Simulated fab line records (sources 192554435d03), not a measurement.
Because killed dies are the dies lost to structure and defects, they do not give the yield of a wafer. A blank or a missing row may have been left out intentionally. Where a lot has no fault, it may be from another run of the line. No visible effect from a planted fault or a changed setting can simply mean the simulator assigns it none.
Matching of chambers || flow n5-finfet || N5_HKMG_FIN_HK_ALD_01 on ald-hk-02 has 4 sister chambers
The step deposits HfO2, target thk 1.6 nm, pulse time 3 s, purge time 3 s. 16 wafers are shown with their chamber, then 8 later ones without.

== WAFERS, EACH WITH ITS CHAMBER ==
{"wafer": "L075.2", "chamber": 0, "precursor-pulse-height-rel": 0.995}
{"wafer": "L075.3", "chamber": 2, "precursor-pulse-height-rel": 1.012}
{"wafer": "L075.5", "chamber": 0, "precursor-pulse-height-rel": 0.961}
{"wafer": "L076.1", "chamber": 1, "precursor-pulse-height-rel": 0.969}
{"wafer": "L076.2", "chamber": 2, "precursor-pulse-height-rel": 0.994}
{"wafer": "L076.4", "chamber": 0, "precursor-pulse-height-rel": 1.017}
{"wafer": "L079.2", "chamber": 1, "precursor-pulse-height-rel": 1.010}
{"wafer": "L079.3", "chamber": 0, "precursor-pulse-height-rel": 1.011}
{"wafer": "L079.4", "chamber": 2, "precursor-pulse-height-rel": 0.992}
{"wafer": "L082.1", "chamber": 3, "precursor-pulse-height-rel": 0.988}
{"wafer": "L082.2", "chamber": 1, "precursor-pulse-height-rel": 1.010}
{"wafer": "L082.6", "chamber": 0, "precursor-pulse-height-rel": 1.027}
{"wafer": "L083.4", "chamber": 0, "precursor-pulse-height-rel": 0.976}
{"wafer": "L083.5", "chamber": 1, "precursor-pulse-height-rel": 0.989}
{"wafer": "L083.6", "chamber": 0, "precursor-pulse-height-rel": 0.983}
{"wafer": "L086.1", "chamber": 1, "precursor-pulse-height-rel": 0.975}

SIGNATURES, as means of the wafers listed above
{"reading": "precursor-pulse-height-rel", "chamber 0": 0.99571, "chamber 1": 0.99060, "chamber 2": 0.99933, "chamber 3": 0.98800, "scatter within a chamber": 0.0207}
Rule: distance of a wafer from a chamber = root of the sum over the readings of ((wafer's reading minus chamber's mean) / reading's scatter) squared. The wafer belongs to the nearest chamber; if the next one is less than 2 further off, it can't be placed. The scatter is the square root of a quotient: the sum, over the shown wafers, of each reading's squared deviation from its chamber's mean, divided by wafers minus chambers.

== WAFERS WHOSE CHAMBER IS MISSING ==
{"wafer": "L086.4", "precursor-pulse-height-rel": 1.032}
{"wafer": "L086.6", "precursor-pulse-height-rel": 0.968}
{"wafer": "L091.1", "precursor-pulse-height-rel": 0.972}
{"wafer": "L091.3", "precursor-pulse-height-rel": 1.021}
{"wafer": "L091.6", "precursor-pulse-height-rel": 1.006}
{"wafer": "L092.1", "precursor-pulse-height-rel": 0.991}
{"wafer": "L092.4", "precursor-pulse-height-rel": 1.014}
{"wafer": "L092.5", "precursor-pulse-height-rel": 1.014}

== CHAMBER TAKEN BY EACH ==
{"wafer": "L086.4", "from the rows above": "can't be placed: 2 or 0 or 1 or 3", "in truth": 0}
{"wafer": "L086.6", "from the rows above": "can't be placed: 3 or 1 or 0 or 2", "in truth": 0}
{"wafer": "L091.1", "from the rows above": "can't be placed: 3 or 1 or 0 or 2", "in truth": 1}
{"wafer": "L091.3", "from the rows above": "can't be placed: 2 or 0 or 1 or 3", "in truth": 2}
{"wafer": "L091.6", "from the rows above": "can't be placed: 2 or 0 or 1 or 3", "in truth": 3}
{"wafer": "L092.1", "from the rows above": "can't be placed: 1 or 3 or 0 or 2", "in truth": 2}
{"wafer": "L092.4", "from the rows above": "can't be placed: 2 or 0 or 1 or 3", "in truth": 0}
{"wafer": "L092.5", "from the rows above": "can't be placed: 2 or 0 or 1 or 3", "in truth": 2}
0 of 8 placed correctly. These rows do not allow placing 8 (true chamber among the candidates in 8). Placed wrongly: 0.
